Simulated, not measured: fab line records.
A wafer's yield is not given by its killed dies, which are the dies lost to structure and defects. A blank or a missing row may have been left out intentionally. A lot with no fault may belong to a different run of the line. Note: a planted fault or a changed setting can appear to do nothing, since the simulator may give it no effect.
2 desks looking at one fault    flow n5 finfet    numbers are kept per desk, each desk with only its own; the story behind them comes last

== TOOL OWNER'S DESK, ald sin-02 ==
The tool's own readings at N5_SDB_ALD_29 (deposits SiNx, target thk 30 nm, pulse time 1 s, ald cycles 600): means of the sampled wafers that have a number, for each lot that ran on this tool. The brackets show how far a lot's mean lies from the usual mean; more than 4 standard deviations puts the lot out of limits, marked OUT.
Columns: A = heater power w at N5_SDB_ALD_29, usual 830 W; B = precursor pulse height rel at N5_SDB_ALD_29, usual 1.001
lot   first seen here  A    B
L456  day 4 23:40      763  0.991
L465  day 7 03:13      764  1.000
L466  day 7 10:15      770  1.011
L467  day 7 17:49      844  1.003
This desk's verdict: no lot among the 4 shows anything out of limits.

== AT THE METROLOGY DESK ==
What the gauges read for every lot (on any tool): the sampled wafers with a number, averaged. The brackets show how far a lot's mean lies from the usual mean; more than 4 standard deviations puts the lot out of limits, marked OUT. Of its 10 readings 7 are shown: those that lie furthest out on some lot.
Columns: A = DIBL_N at N5_BEOL_M4_RC_MEAS_101, usual 36.1 mV/V; B = DIBL_P at N5_BEOL_M4_RC_MEAS_101, usual 36.1 mV/V; C = IOFF_N at N5_BEOL_M4_RC_MEAS_101, usual 0.159 nA/um; D = IOFF_P at N5_BEOL_M4_RC_MEAS_101, usual 0.21 nA/um; E = SS_N at N5_BEOL_M4_RC_MEAS_101, usual 71.5 mV/dec; F = VT_N at N5_BEOL_M4_RC_MEAS_101, usual 249 mV; G = VT_P at N5_BEOL_M4_RC_MEAS_101, usual -250 mV
lot   first seen here  A     B     C      D     E     F    G
L456  day 9 01:12      33.9  33.5  0.128  0.17  71.0  252  -254
L465  day 11 08:21     36.4  36.7  0.153  0.21  71.5  250  -249
L466  day 11 09:07     36.2  35.2  0.172  0.19  71.0  246  -254
L467  day 11 15:01     35.7  35.0  0.160  0.20  70.9  249  -254
L475  day 14 09:36     35.7  36.5  0.176  0.24  71.4  248  -247
This desk's verdict: no lot among the 5 shows anything out of limits.

== BROUGHT TOGETHER ==
The tool owner's desk saw nothing out of limits.
Nothing out of limits was seen by the metrology desk.

== WHAT WAS PUT IN BY THE SIMULATOR ==
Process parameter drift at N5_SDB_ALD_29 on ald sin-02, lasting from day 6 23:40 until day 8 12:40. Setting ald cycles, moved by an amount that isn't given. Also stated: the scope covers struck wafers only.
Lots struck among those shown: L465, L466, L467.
